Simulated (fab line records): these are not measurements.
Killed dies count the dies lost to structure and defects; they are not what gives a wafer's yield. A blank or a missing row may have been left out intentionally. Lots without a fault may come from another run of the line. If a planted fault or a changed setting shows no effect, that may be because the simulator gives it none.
Which tool was responsible? ; flow nandHarc ; 24 lots, 72 wafers sampled, at 3 steps of a route of 1302

WHAT THE GAUGES SHOWED, per wafer
NHARC_A_ONON_D2_THK_MEAS_18: measures by ellipsometry.
lot;measured;on;thkNm (nm)
L074;day 12 23:41;filmMetro-02;1013 1013 1014
L075;day 12 23:41;filmMetro-02;1002 1006 1004
L076;day 13 13:18;filmMetro-01;998 998 998
L078;day 14 08:41;filmMetro-01;997 996 996
L077;day 14 08:41;filmMetro-02;985 989 989
L079;day 15 04:19;filmMetro-01;998 997 998
L080;day 15 18:07;filmMetro-02;1020 1018 1018
L081;day 15 18:06;filmMetro-01;992 991 992
L082;day 16 05:32;filmMetro-02;985 989 988
L083;day 16 18:17;filmMetro-01;1001 1003 1001
L084;day 17 07:22;filmMetro-02;998 997 998
L086;day 18 00:26;filmMetro-02;997 996 998
L085;day 18 00:25;filmMetro-01;988 987 988
L088;day 19 03:33;filmMetro-02;992 990 990
L087;day 19 10:50;filmMetro-01;1006 1006 1006
L090;day 19 10:50;filmMetro-01;994 994 994
L089;day 19 10:50;filmMetro-02;997 994 997
L091;day 19 23:24;filmMetro-02;1006 1004 1004
L092;day 19 23:24;filmMetro-01;987 983 983
L094;day 21 05:26;filmMetro-01;1005 1006 1006
L093;day 21 05:26;filmMetro-01;995 996 995
L095;day 22 01:16;filmMetro-02;1012 1010 1009
L096;day 22 01:34;filmMetro-02;991 992 991
L097;day 22 08:33;filmMetro-01;1008 1008 1007

NHARC_A_ONON_D2_THK_MEAS_30: measures by ellipsometry.
lot;measured;on;thkNm (nm)
L074;day 13 01:57;filmMetro-01;1007 1007 1006
L075;day 13 01:56;filmMetro-02;1012 1012 1013
L076;day 13 15:34;filmMetro-02;1002 1004 1003
L078;day 14 10:57;filmMetro-01;996 996 995
L077;day 14 10:56;filmMetro-01;1004 1002 1002
L079;day 15 06:35;filmMetro-02;995 999 997
L080;day 15 20:23;filmMetro-02;990 990 990
L081;day 15 20:22;filmMetro-01;1003 1005 1006
L082;day 16 07:47;filmMetro-01;1011 1014 1012
L083;day 16 20:34;filmMetro-01;996 997 996
L084;day 17 09:38;filmMetro-02;982 981 980
L086;day 18 02:44;filmMetro-01;1000 1001 1000
L085;day 18 02:41;filmMetro-02;1000 999 999
L088;day 19 05:49;filmMetro-01;996 995 995
L087;day 19 13:05;filmMetro-02;1029 1026 1026
L090;day 19 13:16;filmMetro-01;995 993 996
L089;day 19 13:27;filmMetro-02;985 985 985
L091;day 20 01:40;filmMetro-02;1005 1005 1006
L092;day 20 01:40;filmMetro-01;1001 1001 1003
L094;day 21 07:42;filmMetro-02;997 997 995
L093;day 21 07:43;filmMetro-01;990 990 992
L095;day 22 03:31;filmMetro-01;1010 1011 1011
L096;day 22 03:52;filmMetro-01;995 994 996
L097;day 22 10:49;filmMetro-01;1008 1007 1006

WHAT TOOL EACH LOT RAN ON (gives the tool, then ch and the chambers of the sampled wafers, and finally the start)
lot;NHARC_A_DECK1_JOINT_ETCHBACK_07
L074;rieSi-06 ch 0,1, day 11 02:05
L075;rieSi-05 ch 1,2,3, day 11 02:07
L076;rieSi-05 ch 0,1,2, day 11 08:50
L078;rieSi-02 ch 0,2, day 12 06:46
L077;rieSi-02 ch 0,2, day 12 10:25
L079;rieSi-06 ch 0,1,3, day 12 21:41
L080;rieSi-02 ch 0,3, day 13 17:50
L081;rieSi-02 ch 0,3, day 13 17:58
L082;rieSi-02 ch 1,2, day 14 09:10
L083;rieSi-05 ch 0,1,3, day 14 20:36
L084;rieSi-06 ch 0,1, day 15 09:10
L086;rieSi-05 ch 0,1,3, day 15 21:04
L085;rieSi-06 ch 1,2,3, day 15 21:04
L088;rieSi-06 ch 1,2,3, day 17 06:07
L087;rieSi-05 ch 1,2,3, day 17 12:24
L090;rieSi-02 ch 0,1, day 17 12:25
L089;rieSi-05 ch 0,2,3, day 17 16:08
L091;rieSi-02 ch 1,3, day 18 04:59
L092;rieSi-05 ch 0,1,2, day 18 04:59
L094;rieSi-02 ch 0,1,3, day 19 04:22
L093;rieSi-06 ch 0,2,3, day 19 04:23
L095;rieSi-05 ch 2,3, day 20 00:10
L096;rieSi-05 ch 0,1,3, day 20 07:01
L097;rieSi-05 ch 1,2, day 20 11:21
- NHARC_A_DECK1_JOINT_ETCHBACK_07: etches the open film in HBr, target depth 105 nm, time 26.9 s.

WHAT THE TOOLS THEMSELVES READ (means of the sampled wafers that have a number; where no wafer has one, the mark that the record gives instead)
NHARC_A_DECK1_JOINT_ETCHBACK_07.
lot;tool;drypumpMotorCurrentA (A);oesProductAu (a.u.);throttleValvePct (%)
L074;rieSi-06;5.2;0.990;23.265
L075;rieSi-05;5.5;0.998;23.272
L076;rieSi-05;5.7;0.994;23.268
L078;rieSi-02;5.3;1.006;23.259
L077;rieSi-02;5.4;1.009;23.273
L079;rieSi-06;5.2;1.006;23.268
L080;rieSi-02;5.1;1.016;23.271
L081;rieSi-02;5.1;1.014;23.264
L082;rieSi-02;5.8;1.019;23.267
L083;rieSi-05;5.4;1.002;23.270
L084;rieSi-06;5.3;1.001;23.258
L086;rieSi-05;5.4;0.994;23.263
L085;rieSi-06;5.6;0.997;23.261
L088;rieSi-06;5.6;1.004;23.260
L087;rieSi-05;5.5;0.987;23.272
L090;rieSi-02;5.7;1.004;23.264
L089;rieSi-05;5.5;0.994;23.267
L091;rieSi-02;5.7;1.005;23.262
L092;rieSi-05;5.7;0.995;23.278
L094;rieSi-02;5.4;1.013;23.267
L093;rieSi-06;5.5;0.999;23.265
L095;rieSi-05;5.6;1.005;23.265
L096;rieSi-05;5.4;1.002;23.267
L097;rieSi-05;5.8;0.997;23.261

THE ANSWER, worked out from the rows above alone
Rule: what is usual is taken from the lots themselves. Put in order of their means at a reading, lots are off if they are a third of the lots or fewer, leave a main group of 4 or more, and stand apart from it by a gap of 3 or more times the standard deviation of the main group's means; of several such gaps the widest counts. A main group is skipped when, at the precision printed for the reading in the tables above, its means are all equal. Also off: a lot with no number at a reading for which 4 or more lots have one. The other lots that the step has rows for count as sound. The gauges are gone through in route order, then the tools' own readings, and for those a lot's mean is taken as printed above. At the first step where some lot is off, the reading lying furthest off is the one used; lots without a number count as furthest.
Across all readings shown, no lot is off: no conclusion can be drawn from this.

WHAT THE SIMULATOR HAD PUT IN
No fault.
